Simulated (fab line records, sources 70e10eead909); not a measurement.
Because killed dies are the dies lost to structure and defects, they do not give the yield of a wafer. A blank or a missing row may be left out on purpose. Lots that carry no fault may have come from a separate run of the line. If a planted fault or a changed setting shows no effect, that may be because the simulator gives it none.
Chamber matching :: flow nand_harc :: NHARC_A_BLC_STRIP_21 on rie_diel-09: 4 sister chambers
The step strips in O2. 8 wafers are shown with their chamber, then 9 later ones without.

== WAFERS PAIRED WITH THEIR CHAMBERS ==
wafer: L670.3
chamber: 1
showerhead_plenum_p_Torr (Torr): 3.54
throttle_valve_pct (%): 17.044

wafer: L671.5
chamber: 3
showerhead_plenum_p_Torr (Torr): 3.61
throttle_valve_pct (%): 17.038

wafer: L680.1
chamber: 3
showerhead_plenum_p_Torr (Torr): 3.61
throttle_valve_pct (%): 17.033

wafer: L680.2
chamber: 0
showerhead_plenum_p_Torr (Torr): 3.30
throttle_valve_pct (%): 17.021

wafer: L680.3
chamber: 2
showerhead_plenum_p_Torr (Torr): 3.54
throttle_valve_pct (%): 17.042

wafer: L679.1
chamber: 0
showerhead_plenum_p_Torr (Torr): 3.30
throttle_valve_pct (%): 17.020

wafer: L679.2
chamber: 2
showerhead_plenum_p_Torr (Torr): 3.54
throttle_valve_pct (%): 17.030

wafer: L679.4
chamber: 1
showerhead_plenum_p_Torr (Torr): 3.53
throttle_valve_pct (%): 17.024

== WAFERS WHOSE CHAMBER IS MISSING ==
wafer: L681.1
showerhead_plenum_p_Torr (Torr): 3.54
throttle_valve_pct (%): 17.034

wafer: L681.3
showerhead_plenum_p_Torr (Torr): 3.61
throttle_valve_pct (%): 17.042

wafer: L681.6
showerhead_plenum_p_Torr (Torr): 3.53
throttle_valve_pct (%): 17.048

wafer: L682.3
showerhead_plenum_p_Torr (Torr): 3.61
throttle_valve_pct (%): 17.031

wafer: L682.4
showerhead_plenum_p_Torr (Torr): 3.54
throttle_valve_pct (%): 17.040

wafer: L682.6
showerhead_plenum_p_Torr (Torr): 3.61
throttle_valve_pct (%): 17.026

wafer: L689.2
showerhead_plenum_p_Torr (Torr): 3.61
throttle_valve_pct (%): 17.037

wafer: L689.3
showerhead_plenum_p_Torr (Torr): 3.53
throttle_valve_pct (%): 17.038

wafer: L689.6
showerhead_plenum_p_Torr (Torr): 3.61
throttle_valve_pct (%): 17.046

== WHICH CHAMBER EACH ONE RAN IN ==
wafer: L681.1
from the rows above: can't be placed: 2 or 1
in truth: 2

wafer: L681.3
from the rows above: 3
in truth: 3

wafer: L681.6
from the rows above: can't be placed: 1 or 2
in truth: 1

wafer: L682.3
from the rows above: 3
in truth: 3

wafer: L682.4
from the rows above: can't be placed: 2 or 1
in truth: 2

wafer: L682.6
from the rows above: 3
in truth: 3

wafer: L689.2
from the rows above: 3
in truth: 3

wafer: L689.3
from the rows above: can't be placed: 1 or 2
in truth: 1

wafer: L689.6
from the rows above: 3
in truth: 3
5 of 9 placed correctly. Unplaceable from these rows: 4, with the true chamber sitting among the candidates in 4. 0 placed wrongly.
How it was worked out, from the rows above alone: a wafer's distance from a chamber is the root of the sum, over the readings, of the square of ((its reading less the chamber's mean) divided by the reading's scatter). If the next closest chamber is less than 2 further off than the closest, the wafer can't be placed; otherwise it belongs to the closest. For every chamber, the mean is computed from those of its wafers that are shown. The scatter: take each reading less its chamber's mean, square it, sum over the shown wafers, divide by the number of wafers less the number of chambers, and take the root.
